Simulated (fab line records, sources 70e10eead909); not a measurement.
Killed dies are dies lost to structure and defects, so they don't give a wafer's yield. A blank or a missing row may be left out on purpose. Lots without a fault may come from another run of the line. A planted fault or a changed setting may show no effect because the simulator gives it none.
Chamber matching | flow nand_harc | NHARC_A_WL_FILL_ALD_00 on ald_hk-01: 4 sister chambers
The step deposits Al2O3, target thk 3 nm, pulse time 3 s, ald cycles 30. 4 wafers are shown with their chamber, then 7 later ones without.

WAFERS WITH THEIR CHAMBER
wafer  | chamber | heater_power_w (W)
L754.5 | 3       | 372
L756.2 | 2       | 516
L756.3 | 0       | 481
L759.2 | 1       | 514

WAFERS WITHOUT THEIR CHAMBER
wafer  | heater_power_w (W)
L759.4 | 535
L759.5 | 509
L765.1 | 486
L765.2 | 512
L765.6 | 491
L770.4 | 517
L770.6 | 375

WHICH CHAMBER EACH WENT THROUGH
wafer  | from the rows above          | in truth
L759.4 | can't be placed: 2 or 1      | 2
L759.5 | can't be placed: 1 or 2      | 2
L765.1 | 0                            | 0
L765.2 | can't be placed: 1 or 2      | 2
L765.6 | can't be placed: 0 or 1 or 2 | 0
L770.4 | can't be placed: 2 or 1      | 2
L770.6 | 3                            | 3
Placed correctly: 2 of 7. Can't be placed from these rows: 5 (the true chamber is among the candidates in 5). Placed wrongly: 0.
How it was worked out, from the rows above alone: a wafer's distance from a chamber is the root of the sum, over the readings, of the square of ((its reading less the chamber's mean) divided by the reading's scatter). The wafer belongs to the nearest chamber; if the next one is less than 2 further off, it can't be placed. A chamber's mean is the mean of its shown wafers. The scatter: with one shown wafer a chamber, the root of the mean of the squares of how far each hidden wafer lies from its nearest shown one.
